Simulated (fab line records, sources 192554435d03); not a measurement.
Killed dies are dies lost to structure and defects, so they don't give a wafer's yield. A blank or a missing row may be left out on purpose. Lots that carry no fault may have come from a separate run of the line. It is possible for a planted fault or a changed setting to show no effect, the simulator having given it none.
Lot-split experiment    flow n5 finfet    39 wafers read across 7 lots, on a route 1938 steps long

## SPLIT DETAILS
At N5_BEOL_M7_TRENCH_ETCH_37 (etches SiCOH lowk in C4F6/O2, target depth 93.478 nm, time 31.2 s), the setting time s was moved away from the recipe's 31.2 s on 9 of the 39 wafers read, by -40.8% to -16.0%. All remaining wafers had this setting at the recipe value.

## FROM THE SPLIT TO THE READING: what the file shows between them, 11 steps
- N5_BEOL_M7_ETCH_41: etches SiCN in CH3F/O2, target depth 31.9 nm, time 57.8 s
- N5_BEOL_M7_STRIP_80: strips in N2/H2, time 10 s
- N5_BEOL_M7_OCD_MEAS_38
- N5_BEOL_M7_HM_STRIP_39: strips TiN in peroxide tin strip, target depth 25 nm, time 158 s
- N5_BEOL_M7_SRD_40: time 30 s
- N5_BEOL_M7_ECD_50: material Cu, target thk 300 nm
- N5_BEOL_M7_ANNEAL_51: time 90 s
- N5_BEOL_M7_CMP_52: polishes, stops on SiCOH lowk, t overpolish 6.9 s, target thk 80 nm
- N5_BEOL_M7_THK_MEAS_53: measures by xrf
- N5_BEOL_M7_PRE_CLEAN_55: time 15 s
- N5_BEOL_M7_DEP_56: deposits SiCN from 3MS/NH3, target thk 10 nm, time 17.5 s

## THE READING
Measured at N5_BEOL_M7_RS_MEAS_57 by four-point probe: M7_RS, in ohm/sq. Typical for fault-free wafers on this fab line: 0.289 ohm/sq, with standard deviation 0.0093 ohm/sq.

wafer   tool, chamber at the split  time s as run, s  against the recipe  M7_RS, ohm/sq  against lot-mates on the recipe
L075.1  rie diel-01, 0              31.2              recipe              0.311          -
L075.2  rie diel-01, 2              31.2              recipe              0.304          -
L075.3  rie diel-01, 3              31.2              recipe              0.306          -
L075.4  rie diel-01, 2              31.2              recipe              0.300          -
L075.5  rie diel-01, 3              31.2              recipe              0.307          -
L075.6  rie diel-01, 0              31.2              recipe              0.306          -
L076.1  rie diel-04, 2              18.46             -40.8%              0.731          +0.440
L076.2  rie diel-04, 0              18.46             -40.8%              0.677          +0.386
L076.3  rie diel-04, 1              31.2              recipe              0.287          -
L076.4  rie diel-04, 3              18.46             -40.8%              0.680          +0.389
L076.5  rie diel-04, 0              31.2              recipe              0.294          -
L076.6  rie diel-04, 1              31.2              recipe              0.292          -
L078.1  rie diel-01, 0              31.2              recipe              0.300          -
L078.2  rie diel-01, 3              31.2              recipe              0.283          -
L078.3  rie diel-01, 2              31.2              recipe              0.294          -
L078.4  rie diel-01, 3              31.2              recipe              0.289          -
L078.5  rie diel-01, 0              31.2              recipe              0.302          -
L078.6  rie diel-01, 2              31.2              recipe              0.291          -
L082.1  rie diel-01, 3              31.2              recipe              0.294          -
L082.3  rie diel-01, 1              31.2              recipe              0.281          -
L082.4  rie diel-01, 2              31.2              recipe              0.291          -
L085.1  rie diel-04, 2              18.71             -40.0%              0.662          +0.369
L085.2  rie diel-04, 1              31.2              recipe              0.299          -
L085.3  rie diel-04, 3              18.71             -40.0%              0.617          +0.324
L085.4  rie diel-04, 1              18.71             -40.0%              0.633          +0.340
L085.5  rie diel-04, 3              31.2              recipe              0.290          -
L085.6  rie diel-04, 2              31.2              recipe              0.291          -
L094.1  rie diel-03, 1              31.2              recipe              0.279          -
L094.2  rie diel-03, 2              26.2              -16.0%              0.383          +0.105
L094.3  rie diel-03, 3              26.2              -16.0%              0.363          +0.085
L094.4  rie diel-03, 0              31.2              recipe              0.271          -
L094.5  rie diel-03, 2              31.2              recipe              0.284          -
L094.6  rie diel-03, 3              26.2              -16.0%              0.370          +0.092
L092.1  rie diel-04, 3              31.2              recipe              0.289          -
L092.2  rie diel-04, 0              31.2              recipe              0.272          -
L092.3  rie diel-04, 2              31.2              recipe              0.288          -
L092.4  rie diel-04, 1              31.2              recipe              0.281          -
L092.5  rie diel-04, 1              31.2              recipe              0.289          -
L092.6  rie diel-04, 2              31.2              recipe              0.288          -

FIT RESULTS
A straight line over all 39 wafers: M7_RS changes by -0.00907 ohm/sq for each +1% of time s; r = -0.98; the points scatter about the line by 0.025 ohm/sq.
The same after taking each lot's own level away (the mean of its wafers on the recipe; 39 wafers): -0.0091 ohm/sq for each +1%; r = -0.99; scatter 0.021 ohm/sq.
According to that fit, moving time s by its largest amount changes the reading by 0.37 ohm/sq.
The lots' own levels span 0.2780 to 0.3057 ohm/sq, that is 3.0 times the standard deviation above.
The two slopes are in agreement: the lot-to-lot level therefore moves the slope only a little.
Check: with one of the wafers moved furthest among these (-40.8%) left out of the fit, the line predicts +0.355 ohm/sq for it against its lot-mates. It came out at +0.44 ohm/sq against them.

## FURTHER SPLITS ON THESE WAFERS
Before the reading, these wafers also passed through other splits. Each is held against what the fit with the lots' levels taken away leaves over:
other split on the same wafers  wafers away from the commonest value  r with M7_RS (lot level and that fit taken away)
N5_BEOL_M5_ILD_DEP_00 time s    12                                    -0.08

## THE WHOLE CHAIN: every reading that the file lists as answering this split, in the file's order
step                       what it does                                                         reading                                                                           change (the file's fit)                 r (the file's)
N5_BEOL_M7_TRENCH_ETCH_37  etches SiCOH lowk in C4F6/O2, target depth 93.478 nm, time 31.2 s    etch.depth nm (the simulator's own value, which no gauge read)                    +0.931 nm for each +1% of the setting   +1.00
N5_BEOL_M7_TRENCH_ETCH_37  etches SiCOH lowk in C4F6/O2, target depth 93.478 nm, time 31.2 s    BEOL_M7.feature depth nm (the simulator's own value, which no gauge read)         +0.93 nm for each +1% of the setting    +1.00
N5_BEOL_M7_TRENCH_ETCH_37  etches SiCOH lowk in C4F6/O2, target depth 93.478 nm, time 31.2 s    TiN_of_BEOL_M7_HM_DEP_02.thk nm (the simulator's own value, which no gauge read)  -0.0293 nm for each +1% of the setting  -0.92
N5_BEOL_M7_OCD_MEAS_38                                                                          trench depth nm                                                                   +0.93 nm for each +1% of the setting    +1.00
N5_BEOL_M7_CMP_52          polishes, stops on SiCOH lowk, t overpolish 6.9 s, target thk 80 nm  Cu_of_BEOL_M7_ECD_50.thk nm (the simulator's own value, which no gauge read)      +0.959 nm for each +1% of the setting   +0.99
N5_BEOL_M7_THK_MEAS_53     measures by xrf                                                      M7_THK                                                                            +0.948 for each +1% of the setting      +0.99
N5_BEOL_M7_RS_MEAS_57      measures by four-point-probe                                         M7_RS                                                                             -0.00902 for each +1% of the setting    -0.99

## FILE'S OWN FIT
M7_RS changes by -0.00902 ohm/sq for each +1% of time s, r = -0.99.
